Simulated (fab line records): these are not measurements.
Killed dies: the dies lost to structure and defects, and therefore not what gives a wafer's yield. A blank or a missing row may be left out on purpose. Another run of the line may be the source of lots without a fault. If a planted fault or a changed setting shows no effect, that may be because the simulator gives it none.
fab line records | flow nand_harc
[record] lots = 6 | wafers = 18 | last_day = 33
route steps=1302 shown P_GATE@162 END@1302
lots with no fault: from the same line, run without faults
start_h: the number of hours between the record's first day and the start of the first shown wafer of the lot | wait_h: how many hours have passed since the lot's step before this one | " same as the row above | L1.1+2: a row that stands for several wafers | - no value present, or no start provided | * or withheld: withheld | < > ~ a bound
route shown NAME@n: a module of which the file shows steps, and the number in the route of the first | usual: mean/standard deviation taken from wafers without a fault | same: alike in all rows | chamber/n: place in a boat | sites: per-site readings | _std_site: standard deviation of those values | _edge_site: the outer-site mean with the inner-site mean subtracted | radius_mm: how far each site lies from the wafer's centre | mask NAME#n: copy n | behind: tool/chamber where the wafer was last shaped | hold: why the lot went on hold/how many hours it stayed there/how the hold came to an end | device: transistor that didn't switch, given as n, p or np | end of line: the route-end tests of the same wafers | a step with no rows: only its recipe | killed: the dies lost at the first sort to structure and to defects; this is not the yield of the wafer | map: per-die view of a wafer (x killed, . not killed, _ where there is no die)
set.NAME: the setting as run; set.NAME@STEP: as run at that earlier step | model.NAME: the simulator's own value behind a step, which no gauge read
lots at some steps of the route; a table a step, a row a wafer
services: the hour from which a tool's chamber was out of use, counted from the record's first day as start_h (under 0 if before that day), plus the number of hours and why
[[steps]]
[step NHARC_P_GATE_DEHYDRATE_38]
[recipe] temp_c = 150 | time_s = 120
[step NHARC_P_GATE_HMDS_39]
[recipe] time_s = 30
[step NHARC_P_GATE_COAT_40]
[recipe] spin_rpm = 3000
[step NHARC_P_GATE_SOFTBAKE_41]
[recipe] temp_c = 122 | time_s = 95
[step NHARC_P_GATE_EBR_42]
[step NHARC_P_GATE_EXPOSE_43]
[recipe] na = 0.6 | target_cd_nm = 720 | dose_mj = 14.81 | mask_id = P_NSD
[step NHARC_P_GATE_PEB_44]
[recipe] peb_temp_c = 118 | peb_time_s = 85
[step NHARC_P_GATE_DEVELOP_45]
[recipe] time_s = 70
[step NHARC_P_GATE_CD_MEAS_46]
[recipe] target_cd_nm = 720 | landing_energy_ev = 500
[usual] cd_nm = 721.1/2.4
lot.wafer | tool      | chamber | start_h | wait_h | cd_nm
L120.2    | cd_sem-03 | 0       | 179.66  | -      | 719.2
L120.4    | "         | 0       | "       | "      | 723.6
L120.5    | "         | 0       | "       | "      | 723.5
L129.2    | cd_sem-02 | 0       | 255.14  | -      | 719.8
L129.3    | "         | 0       | "       | "      | 718.9
L129.6    | "         | 0       | "       | "      | 721.9
L131.1    | cd_sem-01 | 0       | 274.54  | -      | 720.6
L131.3    | "         | 0       | "       | "      | 720.4
L131.5    | "         | 0       | "       | "      | 722.7
L132.2    | cd_sem-01 | 0       | 290.08  | -      | 719.6
L132.3    | "         | 0       | "       | "      | 721.6
L132.5    | "         | 0       | "       | "      | 721.7
L134.3    | cd_sem-03 | 0       | 310.19  | -      | 721.2
L134.4    | "         | 0       | "       | "      | 716.4
L134.6    | "         | 0       | "       | "      | 719.0
L135.1    | cd_sem-01 | 0       | 333.17  | -      | 722.5
L135.5    | "         | 0       | "       | "      | 719.6
L135.6    | "         | 0       | "       | "      | 715.3
[step NHARC_P_GATE_HARDBAKE_47]
[recipe] temp_c = 125 | time_s = 80
[step NHARC_P_GATE_DESCUM_48]
[recipe] time_s = 3 | o2_flow_sccm = 200 | ar_flow_sccm = 0 | bias_power_w = 0 | chemistry = O2
[step NHARC_P_GATE_IMPLANT_49]
[recipe] energy_kev = 30 | dose_cm2 = 3e+15 | tilt_deg = 7
[step NHARC_P_GATE_STRIP_111]
[recipe] power_w = 1500 | temp_c = 110 | time_s = 250 | chemistry = N2/H2
[usual] drypump_motor_current_A = 5.7/0.66 | heater_power_w = 89/4.8
lot.wafer | tool            | chamber | start_h | wait_h | drypump_motor_current_A | heater_power_w | rf_hours_counter_h
L120.2    | plasma_asher-01 | 1       | 180.20  | 0.2    | 5.1                     | 83             | 1
L120.4    | "               | 0       | "       | "      | 6.6                     | 92             | -
L120.5    | "               | 0       | "       | "      | 6.6                     | 95             | -
L129.2    | plasma_asher-01 | 0       | 255.87  | 0.4    | 6.5                     | 96             | 19
L129.3    | "               | 0       | "       | "      | 6.6                     | 97             | -
L129.6    | "               | 0       | "       | "      | 6.6                     | 97             | -
L131.1    | plasma_asher-01 | 0       | 275.07  | 0.2    | 6.6                     | 93             | 24
L131.3    | "               | 1       | "       | "      | 5.1                     | 83             | -
L131.5    | "               | 1       | "       | "      | 5.0                     | 84             | -
L132.2    | plasma_asher-01 | 1       | 290.61  | 0.2    | 5.1                     | 84             | 26
L132.3    | "               | 1       | "       | "      | 5.1                     | 86             | -
L132.5    | "               | 1       | "       | "      | 5.1                     | 87             | -
L134.3    | plasma_asher-02 | 1       | 310.82  | 0.2    | 5.0                     | 93             | -
L134.4    | "               | 0       | "       | "      | 5.9                     | 85             | -
L134.6    | "               | 0       | "       | "      | 5.9                     | 87             | -
L135.1    | plasma_asher-02 | 1       | 333.70  | 0.2    | 5.0                     | 92             | 11
L135.6    | "               | 1       | "       | "      | 5.0                     | 90             | -
L135.5    | "               | 0       | "       | "      | 5.9                     | 84             | -
[step NHARC_P_GATE_STRIP_75]
[recipe] power_w = 1500 | temp_c = 250 | chemistry = O2
[usual] drypump_motor_current_A = 5.7/0.66 | heater_power_w = 334/17
lot.wafer | tool            | chamber | start_h | wait_h | drypump_motor_current_A | heater_power_w | rf_hours_counter_h
L120.2    | plasma_asher-01 | 1       | 180.50  | 0.3    | 5.0                     | 326            | 1
L120.4    | "               | 0       | "       | "      | 6.6                     | 357            | -
L120.5    | "               | 0       | "       | "      | 6.6                     | 350            | -
L129.2    | plasma_asher-01 | 0       | 256.13  | 0.2    | 6.6                     | 347            | 19
L129.3    | "               | 0       | "       | "      | 6.6                     | 358            | -
L129.6    | "               | 0       | "       | "      | 6.6                     | 359            | -
L131.1    | plasma_asher-01 | 0       | 275.37  | 0.3    | 6.6                     | 354            | 24
L131.3    | "               | 1       | "       | "      | 5.1                     | 319            | -
L131.5    | "               | 1       | "       | "      | 5.1                     | 314            | -
L132.2    | plasma_asher-01 | 1       | 290.91  | 0.2    | 5.0                     | 314            | 27
L132.3    | "               | 1       | "       | "      | 5.1                     | 321            | -
L132.5    | "               | 1       | "       | "      | 5.0                     | 314            | -
L134.3    | plasma_asher-02 | 1       | 311.04  | 0.2    | 5.0                     | 339            | -
L134.4    | "               | 0       | "       | "      | 5.9                     | 319            | -
L134.6    | "               | 0       | "       | "      | 5.9                     | 316            | -
L135.1    | plasma_asher-02 | 1       | 334.00  | 0.3    | 5.0                     | 343            | 12
L135.6    | "               | 1       | "       | "      | 5.0                     | 346            | -
L135.5    | "               | 0       | "       | "      | 5.9                     | 316            | -
[step NHARC_P_GATE_STRIP_50]
[recipe] time_s = 900 | temp_c = 130 | chemistry = SPM
[step NHARC_P_GATE_DEHYDRATE_51]
[recipe] temp_c = 150 | time_s = 120
[step NHARC_P_GATE_HMDS_52]
[recipe] time_s = 30
[step NHARC_P_GATE_COAT_53]
[recipe] spin_rpm = 3000
[step NHARC_P_GATE_SOFTBAKE_54]
[recipe] temp_c = 122 | time_s = 95
[step NHARC_P_GATE_EBR_55]
[step NHARC_P_GATE_EXPOSE_56]
[recipe] na = 0.6 | target_cd_nm = 720 | dose_mj = 14.81 | mask_id = P_PSD
[step NHARC_P_GATE_PEB_57]
[recipe] peb_temp_c = 118 | peb_time_s = 85
[step NHARC_P_GATE_DEVELOP_58]
[recipe] time_s = 70
[step NHARC_P_GATE_CD_MEAS_59]
[recipe] target_cd_nm = 720 | landing_energy_ev = 500
[usual] cd_nm = 719.7/2
lot.wafer | tool      | chamber | start_h | wait_h | cd_nm
L120.2    | cd_sem-01 | 0       | 181.30  | -      | 719.1
L120.4    | "         | 0       | "       | "      | 722.3
L120.5    | "         | 0       | "       | "      | 722.3
L129.2    | cd_sem-02 | 0       | 257.04  | -      | 715.1
L129.3    | "         | 0       | "       | "      | 716.6
L129.6    | "         | 0       | "       | "      | 718.5
L131.1    | cd_sem-03 | 0       | 276.30  | -      | 721.0
L131.3    | "         | 0       | "       | "      | 720.6
L131.5    | "         | 0       | "       | "      | 718.1
L132.2    | cd_sem-01 | 0       | 291.84  | -      | 719.7
L132.3    | "         | 0       | "       | "      | 721.2
L132.5    | "         | 0       | "       | "      | 719.8
L134.3    | cd_sem-03 | 0       | 311.95  | -      | 720.5
L134.4    | "         | 0       | "       | "      | 720.9
L134.6    | "         | 0       | "       | "      | 715.3
L135.1    | cd_sem-03 | 0       | 334.92  | -      | 718.7
L135.5    | "         | 0       | "       | "      | 718.9
L135.6    | "         | 0       | "       | "      | 716.8
[step NHARC_P_GATE_HARDBAKE_60]
[recipe] temp_c = 125 | time_s = 80
[step NHARC_P_GATE_DESCUM_61]
[recipe] time_s = 3 | o2_flow_sccm = 200 | ar_flow_sccm = 0 | bias_power_w = 0 | chemistry = O2
[usual] drypump_motor_current_A = 5.6/0.57 | oes_product_au = 0.997/0.012 | rf_vpp_V = 57.8/0.95 | showerhead_plenum_p_Torr = 1.89/0.094 | throttle_valve_pct = 11.312/0.0097
lot.wafer | tool        | chamber | start_h | wait_h | drypump_motor_current_A | oes_product_au | rf_hours_counter_h | rf_vpp_V | showerhead_plenum_p_Torr | throttle_valve_pct
L120.4    | rie_diel-03 | 0       | 181.46  | -      | 5.5                     | 0.999          | 3                  | 56.5     | 1.90                     | 11.307
L120.2    | "           | 1       | "       | "      | 5.3                     | 0.996          | 3                  | 60.4     | 1.82                     | 11.297
L120.5    | "           | 1       | "       | "      | 5.2                     | 0.996          | -                  | 57.0     | 1.82                     | 11.305
L129.3    | rie_diel-02 | 0       | 257.20  | -      | 5.9                     | 0.984          | 1                  | 57.1     | 2.06                     | 11.319
L129.2    | "           | 2       | "       | "      | 5.7                     | 0.996          | 1                  | 58.6     | 1.88                     | 11.291
L129.6    | "           | 0       | "       | "      | 5.9                     | 0.979          | -                  | 59.1     | 2.06                     | 11.310
L131.1    | rie_diel-02 | 2       | 276.46  | -      | 5.8                     | 0.997          | 3                  | 57.8     | 1.88                     | 11.308
L131.3    | "           | 3       | "       | "      | 4.8                     | 0.993          | 3                  | 56.4     | 1.80                     | 11.302
L131.5    | "           | 3       | "       | "      | 4.7                     | 1.005          | -                  | 57.7     | 1.80                     | 11.317
L132.3    | rie_diel-12 | 3       | 292.01  | -      | 5.7                     | 1.004          | 0                  | 58.8     | 1.91                     | 11.306
L132.2    | "           | 1       | "       | "      | 5.8                     | 0.995          | 0                  | 56.5     | 1.84                     | 11.319
L132.5    | "           | 2       | "       | "      | 6.1                     | 1.002          | -                  | 58.3     | 2.03                     | 11.308
L134.3    | rie_diel-02 | 1       | 312.11  | -      | 4.8                     | 0.981          | 4                  | 58.4     | 1.82                     | 11.331
L134.4    | "           | 3       | "       | "      | 4.8                     | 0.993          | 5                  | 57.2     | 1.80                     | 11.318
L134.6    | "           | 1       | "       | "      | 4.8                     | 0.992          | -                  | 58.3     | 1.82                     | 11.314
L135.1    | rie_diel-12 | 1       | 335.11  | -      | 5.8                     | 1.004          | 2                  | 56.7     | 1.84                     | 11.307
L135.6    | "           | 3       | "       | "      | 5.7                     | 1.006          | -                  | 58.3     | 1.91                     | 11.313
L135.5    | "           | 0       | "       | "      | 6.7                     | 1.002          | -                  | 58.0     | 2.02                     | 11.308
[step NHARC_P_GATE_IMPLANT_62]
[recipe] energy_kev = 20 | dose_cm2 = 3e+15 | tilt_deg = 7
[step NHARC_P_GATE_STRIP_112]
[recipe] power_w = 1500 | temp_c = 110 | time_s = 200 | chemistry = N2/H2
[usual] drypump_motor_current_A = 5.7/0.71 | heater_power_w = 89/5.2
lot.wafer | tool            | chamber | start_h | wait_h | drypump_motor_current_A | heater_power_w | rf_hours_counter_h
L120.2    | plasma_asher-02 | 1       | 181.87  | 0.2    | 5.0                     | 88             | 19
L120.4    | "               | 0       | "       | "      | 5.9                     | 89             | -
L120.5    | "               | 1       | "       | "      | 5.0                     | 86             | -
L129.2    | plasma_asher-01 | 1       | 257.57  | 0.2    | 5.0                     | 86             | 19
L129.3    | "               | 0       | "       | "      | 6.6                     | 93             | -
L129.6    | "               | 0       | "       | "      | 6.6                     | 96             | -
L131.1    | plasma_asher-01 | 0       | 276.83  | 0.2    | 6.6                     | 94             | 24
L131.3    | "               | 1       | "       | "      | 5.1                     | 85             | -
L131.5    | "               | 0       | "       | "      | 6.6                     | 96             | -
L132.2    | plasma_asher-01 | 0       | 292.36  | 0.2    | 6.6                     | 94             | 28
L132.3    | "               | 0       | "       | "      | 6.6                     | 94             | -
L132.5    | "               | 1       | "       | "      | 5.1                     | 85             | -
L134.4    | plasma_asher-01 | 1       | 312.56  | 0.2    | 5.1                     | 85             | -
L134.3    | "               | 0       | "       | "      | 6.6                     | 97             | -
L134.6    | "               | 1       | "       | "      | 5.1                     | 85             | -
L135.1    | plasma_asher-01 | 0       | 335.49  | 0.2    | 6.6                     | 96             | 35
L135.5    | "               | 1       | "       | "      | 5.1                     | 84             | -
L135.6    | "               | 0       | "       | "      | 6.6                     | 92             | -
[step NHARC_P_GATE_STRIP_76]
[recipe] power_w = 1500 | temp_c = 250 | chemistry = O2
[usual] drypump_motor_current_A = 5.7/0.7 | heater_power_w = 334/19
lot.wafer | tool            | chamber | start_h | wait_h | drypump_motor_current_A | heater_power_w | rf_hours_counter_h
L120.2    | plasma_asher-02 | 1       | 182.10  | 0.2    | 5.1                     | 328            | 20
L120.4    | "               | 0       | "       | "      | 5.9                     | 326            | -
L120.5    | "               | 1       | "       | "      | 5.0                     | 331            | -
L129.2    | plasma_asher-01 | 1       | 257.83  | 0.2    | 5.0                     | 314            | 19
L129.3    | "               | 0       | "       | "      | 6.6                     | 347            | -
L129.6    | "               | 0       | "       | "      | 6.6                     | 347            | -
L131.1    | plasma_asher-01 | 0       | 277.09  | 0.2    | 6.6                     | 357            | 24
L131.3    | "               | 1       | "       | "      | 5.1                     | 315            | -
L131.5    | "               | 0       | "       | "      | 6.6                     | 341            | -
L132.2    | plasma_asher-01 | 0       | 292.62  | 0.2    | 6.6                     | 354            | 28
L132.3    | "               | 0       | "       | "      | 6.6                     | 353            | -
L132.5    | "               | 1       | "       | "      | 5.1                     | 315            | -
L134.4    | plasma_asher-01 | 1       | 312.76  | 0.2    | 5.1                     | 315            | -
L134.3    | "               | 0       | "       | "      | 6.6                     | 355            | -
L134.6    | "               | 1       | "       | "      | 5.1                     | 325            | -
L135.1    | plasma_asher-01 | 0       | 335.72  | 0.2    | 6.6                     | 360            | 35
L135.5    | "               | 1       | "       | "      | 5.1                     | 318            | -
L135.6    | "               | 0       | "       | "      | 6.5                     | 362            | -
[step NHARC_P_GATE_STRIP_63]
[recipe] time_s = 900 | temp_c = 130 | chemistry = SPM
[step NHARC_P_GATE_DEHYDRATE_83]
[recipe] temp_c = 150 | time_s = 120
[step NHARC_P_GATE_HMDS_84]
[recipe] time_s = 30
[step NHARC_P_GATE_COAT_85]
[recipe] spin_rpm = 3000
[step NHARC_P_GATE_SOFTBAKE_86]
[recipe] temp_c = 122 | time_s = 95
[step NHARC_P_GATE_EBR_87]
[step NHARC_P_GATE_EXPOSE_88]
[recipe] na = 0.6 | target_cd_nm = 2000 | dose_mj = 11.87 | mask_id = P_HVN
[step NHARC_P_GATE_PEB_89]
[recipe] peb_temp_c = 118 | peb_time_s = 85
[step NHARC_P_GATE_DEVELOP_90]
[recipe] time_s = 70
[step NHARC_P_GATE_CD_MEAS_91]
[recipe] target_cd_nm = 2000 | landing_energy_ev = 500
[usual] cd_nm = 2000.7/2.8
lot.wafer | tool      | chamber | start_h | wait_h | cd_nm
L120.2    | cd_sem-03 | 0       | 183.02  | -      | 2002.4
L120.4    | "         | 0       | "       | "      | 2001.6
L120.5    | "         | 0       | "       | "      | 1999.0
L129.2    | cd_sem-02 | 0       | 258.75  | -      | 1996.5
L129.3    | "         | 0       | "       | "      | 1997.8
L129.6    | "         | 0       | "       | "      | 1996.8
L131.1    | cd_sem-02 | 0       | 277.89  | -      | 2004.6
L131.3    | "         | 0       | "       | "      | 1999.4
L131.5    | "         | 0       | "       | "      | 2001.8
L132.2    | cd_sem-02 | 0       | 293.59  | -      | 1996.8
L132.3    | "         | 0       | "       | "      | 1996.1
L132.5    | "         | 0       | "       | "      | 1997.4
L134.3    | cd_sem-02 | 0       | 313.60  | -      | 2003.6
L134.4    | "         | 0       | "       | "      | 2003.0
L134.6    | "         | 0       | "       | "      | 1999.9
L135.1    | cd_sem-02 | 0       | 336.50  | -      | 2001.5
L135.5    | "         | 0       | "       | "      | 2004.2
L135.6    | "         | 0       | "       | "      | 2002.6
[step NHARC_P_GATE_HARDBAKE_92]
[recipe] temp_c = 125 | time_s = 80
[step NHARC_P_GATE_DESCUM_93]
[recipe] time_s = 3 | o2_flow_sccm = 200 | ar_flow_sccm = 0 | bias_power_w = 0 | chemistry = O2
[usual] drypump_motor_current_A = 5.6/0.57 | oes_product_au = 0.998/0.013 | rf_vpp_V = 57.7/0.93 | showerhead_plenum_p_Torr = 1.90/0.093 | throttle_valve_pct = 11.312/0.0091
lot.wafer | tool        | chamber | start_h | wait_h | drypump_motor_current_A | oes_product_au | rf_hours_counter_h | rf_vpp_V | showerhead_plenum_p_Torr | throttle_valve_pct
L120.4    | rie_diel-03 | 1       | 183.21  | -      | 5.3                     | 1.005          | 3                  | 57.5     | 1.82                     | 11.316
L120.2    | "           | 2       | "       | "      | 6.4                     | 0.996          | 2                  | 57.5     | 1.83                     | 11.293
L120.5    | "           | 3       | "       | "      | 5.0                     | 1.011          | -                  | 57.6     | 1.81                     | 11.317
L129.3    | rie_diel-12 | 0       | 258.93  | -      | 6.6                     | 0.988          | 8                  | 57.5     | 2.02                     | 11.312
L129.2    | "           | 1       | "       | "      | 5.8                     | 0.985          | 10                 | 57.2     | 1.84                     | 11.320
L129.6    | "           | 2       | "       | "      | 6.1                     | 0.996          | -                  | 58.4     | 2.03                     | 11.311
L131.1    | rie_diel-12 | 3       | 278.06  | -      | 5.7                     | 0.998          | 0                  | 57.2     | 1.91                     | 11.311
L131.3    | "           | 1       | "       | "      | 5.8                     | 0.988          | 0                  | 57.6     | 1.84                     | 11.308
L131.5    | "           | 3       | "       | "      | 5.7                     | 0.987          | -                  | 57.1     | 1.91                     | 11.301
L132.2    | rie_diel-02 | 2       | 293.75  | -      | 5.8                     | 0.979          | 4                  | 59.1     | 1.88                     | 11.326
L132.3    | "           | 0       | "       | "      | 5.9                     | 0.992          | 4                  | 59.8     | 2.06                     | 11.301
L132.5    | "           | 3       | "       | "      | 4.8                     | 0.997          | -                  | 56.1     | 1.80                     | 11.310
L134.4    | rie_diel-02 | 3       | 313.75  | -      | 4.8                     | 0.988          | 5                  | 56.8     | 1.80                     | 11.314
L134.3    | "           | 1       | "       | "      | 4.8                     | 0.993          | 4                  | 57.0     | 1.82                     | 11.323
L134.6    | "           | 3       | "       | "      | 4.8                     | 1.007          | -                  | 58.1     | 1.80                     | 11.312
L135.1    | rie_diel-03 | 1       | 336.66  | -      | 5.3                     | 1.007          | 3                  | 57.7     | 1.82                     | 11.298
L135.6    | "           | 1       | "       | "      | 5.3                     | 1.012          | -                  | 57.5     | 1.82                     | 11.313
L135.5    | "           | 0       | "       | "      | 5.6                     | 0.995          | -                  | 60.0     | 1.90                     | 11.298
[step NHARC_P_GATE_IMPLANT_94]
[recipe] energy_kev = 60 | dose_cm2 = 2e+15 | tilt_deg = 7
[step NHARC_P_GATE_INSPECT_68]
[usual] raw_defect_count = 220/100
lot.wafer | tool              | chamber | start_h | wait_h | raw_defect_count
L120.2    | defect_inspect-02 | -       | 186.08  | 0.1    | 506
L120.4    | "                 | -       | "       | "      | 276
L120.5    | "                 | -       | "       | "      | 293
L129.2    | defect_inspect-02 | -       | 261.83  | 0.1    | 274
L129.3    | "                 | -       | "       | "      | 177
L129.6    | "                 | -       | "       | "      | 177
L131.1    | defect_inspect-01 | -       | 281.01  | 0.2    | 925
L131.3    | "                 | -       | "       | "      | 917
L131.5    | "                 | -       | "       | "      | 1033
L132.2    | defect_inspect-02 | -       | 296.77  | 0.1    | 979
L132.3    | "                 | -       | "       | "      | 1034
L132.5    | "                 | -       | "       | "      | 943
L134.3    | defect_inspect-01 | -       | 316.76  | 0.1    | 363
L134.4    | "                 | -       | "       | "      | 278
L134.6    | "                 | -       | "       | "      | 193
L135.1    | defect_inspect-02 | -       | 339.59  | 0.2    | 241
L135.5    | "                 | -       | "       | "      | 195
L135.6    | "                 | -       | "       | "      | 158
[step NHARC_END_SORT_01]
[recipe] temp_c = 25
[usual] killed_at_array = 52/16 | killed_at_other = 0.8/0.98 | killed_at_periphery = 4.2/2.9 | killed_dies = 57/16 | killed_open = 3.3/1.9 | killed_short = 2.5/1.5
[same] gross_dies = 677
lot.wafer | tool      | chamber | start_h | wait_h | killed_at_array | killed_at_other | killed_at_periphery | killed_dies | killed_open | killed_short
L120.2    | prober-02 | 0       | 625.46  | 2.7    | 49              | 0               | 6                   | 55          | 4           | 2
L120.4    | prober-02 | 0       | 627.05  | 3.4    | 63              | 1               | 4                   | 68          | 3           | 2
L120.5    | prober-02 | 0       | 627.85  | 3.7    | 72              | 0               | 5                   | 77          | 4           | 4
L132.2    | prober-01 | 0       | 727.20  | 2.8    | 60              | 0               | 63                  | 123         | 1           | 3
L132.3    | prober-01 | 0       | 728.01  | 3.1    | 53              | 0               | 59                  | 112         | 4           | 2
L132.5    | prober-01 | 0       | 729.62  | 3.7    | 54              | 0               | 57                  | 111         | 3           | 4
L131.1    | prober-02 | 0       | 734.22  | 2.5    | 59              | 1               | 98                  | 158         | 2           | 2
L131.3    | prober-02 | 0       | 735.80  | 3.1    | 51              | 1               | 65                  | 117         | 3           | 3
L131.5    | prober-02 | 0       | 737.38  | 3.7    | 48              | 2               | 60                  | 110         | 2           | 1
L134.3    | prober-01 | 0       | 763.48  | 3.2    | 56              | 0               | 4                   | 60          | 2           | 1
L134.4    | prober-01 | 0       | 764.30  | 3.5    | 50              | 0               | 2                   | 52          | 6           | 1
L134.6    | prober-01 | 0       | 765.93  | 4.1    | 56              | 0               | 7                   | 63          | 4           | 5
// killed by level:class
L120.2 A_CHANNEL_HOLE_D2:chamber_film_flake=18 A_SLIT:chamber_film_flake=14 A_STAIRCASE:chamber_film_flake=5 A_M1:chamber_film_flake=4 A_CHANNEL_HOLE_D1:chamber_film_flake=3 A_CONTACT:chamber_film_flake=3 P_CONTACT:geometric_particle:open=2 P_CONTACT:geometric_particle:short=1
L120.4 A_SLIT:chamber_film_flake=23 A_CHANNEL_HOLE_D2:chamber_film_flake=20 A_STAIRCASE:chamber_film_flake=4 A_M1:chamber_film_flake=4 A_CHANNEL_HOLE_D1:chamber_film_flake=3 A_SGD_CUT:chamber_film_flake=2 P_GATE:geometric_particle:open=1 A_CHANNEL_HOLE_D1:geometric_particle:short=1
L120.5 A_CHANNEL_HOLE_D2:chamber_film_flake=29 A_SLIT:chamber_film_flake=26 A_CHANNEL_FILL_D1:chamber_film_flake=3 A_M0:chamber_film_flake=3 A_CHANNEL_HOLE_D1:chamber_film_flake=2 A_STAIRCASE:chamber_film_flake=2 P_CONTACT:geometric_particle:short=1 P_M0:geometric_particle:short=1
L132.2 P_GATE:unspecified=59 A_CHANNEL_HOLE_D1:chamber_film_flake=33 A_STAIRCASE:chamber_film_flake=10 A_BLC:chamber_film_flake=6 A_SLIT:chamber_film_flake=4 A_ONON_D2:geometric_particle:short=2 P_M0:chamber_film_flake=2 A_CONTACT:chamber_film_flake=2
L132.3 P_GATE:unspecified=56 A_CHANNEL_HOLE_D1:chamber_film_flake=22 A_STAIRCASE:chamber_film_flake=13 A_BLC:chamber_film_flake=6 A_CONTACT:chamber_film_flake=4 A_M0:geometric_particle:open=2 A_SLIT:chamber_film_flake=2 A_ONON_D2:geometric_particle:short=1
L132.5 P_GATE:unspecified=51 A_CHANNEL_HOLE_D1:chamber_film_flake=25 A_STAIRCASE:chamber_film_flake=9 A_CONTACT:chamber_film_flake=5 A_BLC:chamber_film_flake=5 A_SLIT:chamber_film_flake=4 P_GATE:chamber_film_flake=3 P_M0:chamber_film_flake=2
L131.1 P_GATE:unspecified=95 A_CHANNEL_HOLE_D2:chamber_film_flake=27 A_SLIT:chamber_film_flake=19 A_STAIRCASE:chamber_film_flake=7 A_CHANNEL_HOLE_D1:chamber_film_flake=2 A_CONTACT:chamber_film_flake=2 P_M0:geometric_particle:open=1 A_DECK1_JOINT:geometric_particle:short=1
L131.3 P_GATE:unspecified=57 A_SLIT:chamber_film_flake=25 A_CHANNEL_HOLE_D2:chamber_film_flake=11 A_CHANNEL_HOLE_D1:chamber_film_flake=5 A_STAIRCASE:chamber_film_flake=3 P_STI:chamber_film_flake=2 A_CONTACT:chamber_film_flake=2 P_M2:chamber_film_flake=2
L131.5 P_GATE:unspecified=55 A_SLIT:chamber_film_flake=22 A_CHANNEL_HOLE_D2:chamber_film_flake=13 A_CHANNEL_HOLE_D1:chamber_film_flake=6 A_STAIRCASE:chamber_film_flake=2 A_CONTACT:chamber_film_flake=2 THIN_TSV:chamber_film_flake=2 P_CONTACT:geometric_particle:open=1
L134.3 A_SLIT:chamber_film_flake=30 A_CHANNEL_HOLE_D1:chamber_film_flake=13 A_CONTACT:chamber_film_flake=8 P_GATE:chamber_film_flake=2 A_STAIRCASE:chamber_film_flake=2 P_M1:geometric_particle:open=1 A_DECK1_JOINT:geometric_particle:short=1 A_ONON_D2:geometric_particle:open=1
L134.4 A_SLIT:chamber_film_flake=20 A_CHANNEL_HOLE_D1:chamber_film_flake=13 A_CONTACT:chamber_film_flake=10 A_CHANNEL_FILL_D2:geometric_particle:open=2 A_ONON_D1:geometric_particle:short=1 A_DECK1_JOINT:geometric_particle:open=1 A_CONTACT:geometric_particle:open=1 A_BLC:geometric_particle:open=1
L134.6 A_SLIT:chamber_film_flake=39 A_CHANNEL_HOLE_D1:chamber_film_flake=8 A_CONTACT:chamber_film_flake=3 P_GATE:chamber_film_flake=3 P_CONTACT:geometric_particle:open=2 P_STI:geometric_particle:short=1 P_GATE:geometric_particle:short=1 A_ONON_D1:geometric_particle:open=1
// map L131.1 (x killed, . not)
____________.____________
_________......._________
_______..........._______
______.............______
_____....x.........._____
____.............x...____
____.................____
___...................___
___..............x....___
__.....................__
__x....................__
_......................._
_......x................_
_.......xx.x............_
_....x.xxxxx...x.....x.._
_.....xxxxxx...xx......._
.x...xxxxxxxx............
.....xxxxxxxx............
....xxxxxxxxxx...........
....xxxxxxxxx.....x......
...x.xxxxxxxxx.......x...
_x...xxxxxxxx..........._
_....xxxxxxx............_
_...xxxxxxxxx..........._
_..x.xxxxxxx............_
_...x.xxxx..x..........._
__.x.xxxx..x...........__
__...xx.xx........x....__
___..xxxxx.......x.x..___
___..xxx.........x..x.___
____x.......x..xxxxx.____
____...........xxx.x.____
_____..........xxxxx_____
______.........xxxx______
_______........xxx_______
_________......x_________
____________.____________
// map L132.2 (x killed, . not)
____________.____________
_________......._________
_______x.x........_______
______......x......______
_____..xx..........._____
____.................____
____x..x.............____
___.................x.___
___...x...........xxxx___
__...............x.xx..__
__..x.............xxxxx__
_.................xxxxxx_
_................x.xxxx._
_.......x.x.....x.xxxxx._
_..............x...xxxxx_
_................x..x..._
......x..................
.........................
..............x..........
.........................
.........................
_....................x.._
_..x...................._
_..x..x...............x._
_..xxxx.....x...x...x..._
_...xxx.xx.............x_
__xxxxxxxx...........x.__
__xxxxxxx..........x...__
___xxxxxx.............___
___xxxxxx.........x...___
____xxxxxx...........____
____xxxxxx...........____
_____xxxxx.......x.._____
______xxx..........______
_______xx........x_______
_________......._________
____________.____________
[[services]]
tool            | chamber | start_h | hours | kind
plasma_asher-01 | -       | 165.14  | 9.0   | pm
plasma_asher-01 | 0       | 165.14  | 9.0   | vent_cycle
plasma_asher-01 | 1       | 165.14  | 9.0   | vent_cycle
rie_diel-02     | 0       | 171.20  | -     | clean
rie_diel-02     | 1       | 171.20  | -     | clean
rie_diel-02     | 2       | 171.20  | -     | clean
rie_diel-02     | 3       | 171.20  | -     | clean
plasma_asher-01 | 0       | 174.14  | -     | clean
plasma_asher-01 | 1       | 174.14  | -     | clean
rie_diel-02     | -       | 216.70  | 9.0   | pm
rie_diel-12     | 3       | 236.02  | 4.3   | repair
plasma_asher-02 | -       | 249.36  | 9.0   | pm
plasma_asher-02 | 0       | 249.36  | 9.0   | vent_cycle
plasma_asher-02 | 1       | 249.36  | 9.0   | vent_cycle
plasma_asher-02 | 0       | 258.36  | -     | clean
plasma_asher-02 | 1       | 258.36  | -     | clean
rie_diel-03     | 0       | 265.73  | 15.7  | repair
rie_diel-12     | 2       | 266.34  | 1.9   | repair
rie_diel-12     | -       | 268.40  | 9.0   | pm
rie_diel-03     | 2       | 277.80  | 8.3   | repair
rie_diel-03     | -       | 281.30  | 9.0   | pm
plasma_asher-02 | -       | 290.74  | 4.1   | repair
rie_diel-02     | 3       | 313.96  | 6.5   | repair
plasma_asher-01 | -       | 318.08  | 0.9   | repair
[[key]]
[first_sign] step = NHARC_P_GATE_INSPECT_68 | reading = raw_defect_count | direction = up | sigmas = 7.4 | usual = 220 | struck = 972
[effect] step = NHARC_END_SORT_01 | reading = killed_at_periphery | direction = up | sigmas = 21 | usual = 4.2 | struck = 67
[more_kills_born_at] NHARC_P_GATE_STRIP_111@plasma_asher-01 = 373
met_at NHARC_P_GATE_STRIP_111
struck_wafers L131.1,L131.3,L131.5,L132.2,L132.3,L132.5
tester_left_out L131,L132
onset_between 255.87 275.07
also_fits NHARC_P_GATE_STRIP_75:plasma_asher-01
[fault] kind = chamber_particle_source | tool = plasma_asher-01 | chamber = - | onset_h = 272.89 | steps = NHARC_P_GATE_STRIP_111 | rate_per_visit_cm2 = 1.2924 | end_h = 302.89
// tester_left_out: of these lots the tester's yield and bins aren't shown, on N5 and GAA mostly nor the transistor test; their killed dies are dies lost to structure and defects alone, not to doping, threshold or leakage, so they don't give the yield
